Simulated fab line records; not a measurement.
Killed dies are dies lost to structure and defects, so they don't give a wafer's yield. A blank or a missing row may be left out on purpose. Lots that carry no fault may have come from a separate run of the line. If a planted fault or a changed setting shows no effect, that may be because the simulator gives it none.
Problem report, 8D (eight disciplines) form, completed by code | flow nand-harc | the parts of the form that need people (team, actions taken, sign-off) are left out

== 1. WHAT IS WRONG ==
Mean of overpolish-run-s at NHARC_P_STI_CMP_21: 67.445 s across 2 wafers in 2 lots; on wafers with no fault it is 20.001 s (standard deviation 0.008). That is +99 or more standard deviations from the usual mean.
The step: polishes, t overpolish 20 s, target thk 380.67 nm.
Seen first at day 7 08:07 on cmp-01, wafer L873.1. The record has a number at this step for 18 wafers belonging to 6 lots. The rule behind "out" and "out of limits": a value lying over 4 standard deviations away from the usual mean. The rest of the wafers with a number are treated as sound.

== 2. WHAT IT IS; WHAT IT IS NOT ==
question                    | is               | is not
which readings at this step | overpolish-run-s | motor-current-A, pad-life-wafers
which lots                  | L873, L874       | L863, L865, L879, L880
which wafers of those lots  | L873.1, L874.1   | L873.3, L873.4, L874.5, L874.6
read on which tools         | cmp-01           | cmp-03, cmp-04
when                        | from day 7 08:07 | up to then (8 sound wafers); but 8 sound wafers of L874, L879, L880 came after

== 3. WHAT RULES OUT EACH SUSPECT ==
Counting: if a tool at a process step up to the reading ran every lot that is out, it stays a suspect. Sound lots after the first of them don't rule it out here, since some wafers of a struck lot are sound.
- rie-diel-06 at NHARC_P_STI_ETCH_42 (etches the open film in N2/H2, target depth 80 nm, overetch 24 nm, time 61 s): kept. It ran every lot that is out, first L873 (day 6 11:02).
- rie-diel-06 at NHARC_P_STI_ETCH_31 (etches the open film in CF4/CHF3, target depth 108.9 nm, time 54.5 s): kept. It ran every lot that is out, first L873 (day 6 11:13). With no start given for some of its lots, NHARC_P_STI_ETCH_31 uses the hours and lot order of NHARC_P_STI_ETCH_15.
- cmp-01 at NHARC_P_STI_CMP_21 (polishes, t overpolish 20 s, target thk 380.67 nm): kept. It processed each lot that is out (first: L873, day 7 08:07); up to then, its last sound lot is L863 (day 4 23:07). Its own overpolish-run-s readings are out on those wafers.
- Within rie-diel-06 at NHARC_P_STI_ETCH_42: the wafers that are out ran in chambers 0, 3; their sound lot-mates ran in chambers 1, 2.
- At NHARC_P_STI_CMP_21, inside cmp-01: chamber 0 took the wafers that are out, while their sound lot-mates went through chambers 1, 2.
The count leaves rie-diel-06 at NHARC_P_STI_ETCH_42, rie-diel-06 at NHARC_P_STI_ETCH_31, and cmp-01 at NHARC_P_STI_CMP_21.

== 4. THE CAUSE (what the simulator had put in) ==
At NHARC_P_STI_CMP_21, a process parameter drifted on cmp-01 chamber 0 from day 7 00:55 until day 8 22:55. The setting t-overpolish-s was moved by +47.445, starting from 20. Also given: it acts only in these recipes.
Counting left 3 suspects, and this tool is among them.

== 5. THE CHAIN OF EFFECTS, in route order ==
Each row: a reading whose mean over the struck wafers that have a number lies more than 3 standard deviations from the usual. Only readings for which the record gives a usual standard deviation are gone through. hours: the time from each lot's start at the first step in this table that gives one to its start at this step, as a median over the lots. sigmas: the change in usual standard deviations.
hours | step               | reading          | usual    | on struck wafers | change  | sigmas
0     | NHARC_P_STI_CMP_21 | overpolish-run-s | 20.001 s | 67.445           | +47.444 | +99 or more
Process steps it contains:
- NHARC_P_STI_CMP_21: polishes, t overpolish 20 s, target thk 380.67 nm.

== 6. WHAT WOULD HAVE CAUGHT IT SOONER ==
First out-of-limits reading in this record: day 7 08:07, which is 7 hours after fault onset at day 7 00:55.
